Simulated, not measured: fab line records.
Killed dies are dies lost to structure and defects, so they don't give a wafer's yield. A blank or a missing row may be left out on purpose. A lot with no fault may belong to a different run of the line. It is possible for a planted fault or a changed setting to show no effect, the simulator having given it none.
Lot-split experiment	flow n5-finfet	route with 1938 steps; 7 lots, 39 wafers read

SPLIT DETAILS
At N5_SD_EPI_N_DESCUM_14 (chemistry O2, time 7.9 s), the setting time-s was moved away from the recipe's 7.9 s on 9 of the 39 wafers read, by -34.0% to +29.0%. This setting was run at the recipe's value on the other wafers.

No step appears in the file between the split and the reading.

THE READING
CAR-ArF-block_of_SD_EPI_N_COAT_03.thk-nm (the simulator's own value, which no gauge read), in nm, at N5_SD_EPI_N_ETCH_34 (etches SiARC in CF4, target depth 45.5 nm, time 75.8 s). No usual value for it is given in the file. Across the 30 wafers here that went through the recipe, the average is 111.0 nm and the standard deviation 0.47 nm.

wafer	tool, chamber at the split	time-s as run, s	against the recipe	CAR-ArF-block_of_SD_EPI_N_COAT_03.thk-nm, nm	against lot-mates on the recipe
L076.1	rie-diel-05, 2,3	7.9	recipe	111.6	-
L076.2	rie-diel-05, 0	7.9	recipe	111.6	-
L076.6	rie-diel-05, 2,3	7.9	recipe	111.6	-
L076.3	rie-diel-05, 3,1	7.9	recipe	111.4	-
L076.4	rie-diel-05, 3,1	7.9	recipe	111.2	-
L076.5	rie-diel-05, 0	7.9	recipe	111.8	-
L079.1	rie-diel-01, 3,2	7.9	recipe	110.6	-
L079.6	rie-diel-01, 3,2	7.9	recipe	110.6	-
L079.2	rie-diel-01, 1	7.9	recipe	109.8	-
L079.3	rie-diel-01, 2	7.9	recipe	110.2	-
L079.4	rie-diel-01, 0,1	7.9	recipe	111	-
L079.5	rie-diel-01, 0,1	7.9	recipe	110.8	-
L083.1	rie-diel-03, 3,2	7.9	recipe	111.6	-
L083.3	rie-diel-03, 3,2	7.9	recipe	111.6	-
L083.2	rie-diel-03, 0,1,1	6.203	-21.5%	112.8	+1.3
L083.4	rie-diel-03, 0,1,1	6.203	-21.5%	112.8	+1.3
L083.6	rie-diel-03, 0,1,1	6.203	-21.5%	112.8	+1.3
L083.5	rie-diel-03, 0	7.9	recipe	111.4	-
L084.1	rie-diel-01, 3	5.213	-34.0%	113	+2.1
L084.2	rie-diel-01, 2	5.213	-34.0%	112.4	+1.5
L084.5	rie-diel-01, 1	5.213	-34.0%	112.4	+1.5
L084.3	rie-diel-01, 1	7.9	recipe	111	-
L084.4	rie-diel-01, 2	7.9	recipe	111	-
L084.6	rie-diel-01, 3	7.9	recipe	110.8	-
L085.1	rie-diel-01, 1,3,2,2	7.9	recipe	110.8	-
L085.4	rie-diel-01, 1,3	7.9	recipe	110.8	-
L085.6	rie-diel-01, 1,3,2,2	7.9	recipe	110.8	-
L085.2	rie-diel-01, 1,3,2,2	7.9	recipe	111	-
L085.5	rie-diel-01, 1,3	7.9	recipe	111	-
L085.3	rie-diel-01, 1,3,2,2	7.9	recipe	110.6	-
L094.1	rie-diel-03, 3	7.9	recipe	110.4	-
L094.3	rie-diel-03, 3	7.9	recipe	110.6	-
L094.5	rie-diel-03, 1	7.9	recipe	111.2	-
L095.1	rie-diel-05, 0	7.9	recipe	110.4	-
L095.2	rie-diel-05, 2,3	10.19	+29.0%	109.4	-1.3
L095.3	rie-diel-05, 2,3	10.19	+29.0%	109.4	-1.3
L095.4	rie-diel-05, 1	10.19	+29.0%	109.2	-1.5
L095.5	rie-diel-05, 1	7.9	recipe	110.8	-
L095.6	rie-diel-05, 2	7.9	recipe	110.8	-
If several chambers appear in one row, that row covers several wafers at once and the file leaves open which wafer was in which chamber.

THE FIT
A straight line over all 39 wafers: CAR-ArF-block_of_SD_EPI_N_COAT_03.thk-nm changes by -0.0577 nm for each +1% of time-s; r = -0.86; the points scatter about the line by 0.47 nm.
The same after taking each lot's own level away (the mean of its wafers on the recipe; 39 wafers): -0.0496 nm for each +1%; r = -0.94; scatter 0.24 nm.
According to that fit, moving time-s by its largest amount changes the reading by 1.7 nm.
Across the lots, their own levels run from 110.50 to 111.53 nm, a range of 2.2 times the standard deviation given above.
So the slope is not independent of the lot-to-lot level: the two fits are not the same.
Check: +1.64 nm against its lot-mates is what the line predicts for one of the wafers moved furthest among these (-34.0%) when that wafer is left out of the fit. It came out at +2.07 nm against them.

OTHER SPLITS ON THESE WAFERS
These wafers also went through other splits before the reading. Each is held against what the fit with the lots' levels taken away leaves over:
other split on the same wafers	wafers away from the commonest value	r with CAR-ArF-block_of_SD_EPI_N_COAT_03.thk-nm (lot level and that fit taken away)
N5_ZERO_LAYER_PECVD_02 time-s	18	+0.16

THE WHOLE CHAIN: every reading that the file lists as answering this split, in the file's order
step	what it does	reading	change (the file's fit)	r (the file's)
N5_SD_EPI_N_DESCUM_14	chemistry O2, time 7.9 s	CAR-ArF-block_of_SD_EPI_N_COAT_03.thk-nm (the simulator's own value, which no gauge read)	-0.0506 nm for each +1% of the setting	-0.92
N5_SD_EPI_N_ETCH_34	etches SiARC in CF4, target depth 45.5 nm, time 75.8 s	CAR-ArF-block_of_SD_EPI_N_COAT_03.thk-nm (the simulator's own value, which no gauge read)	-0.0498 nm for each +1% of the setting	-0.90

THE FILE'S OWN FIT
CAR-ArF-block_of_SD_EPI_N_COAT_03.thk-nm changes by -0.0498 nm for each +1% of time-s, r = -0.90.
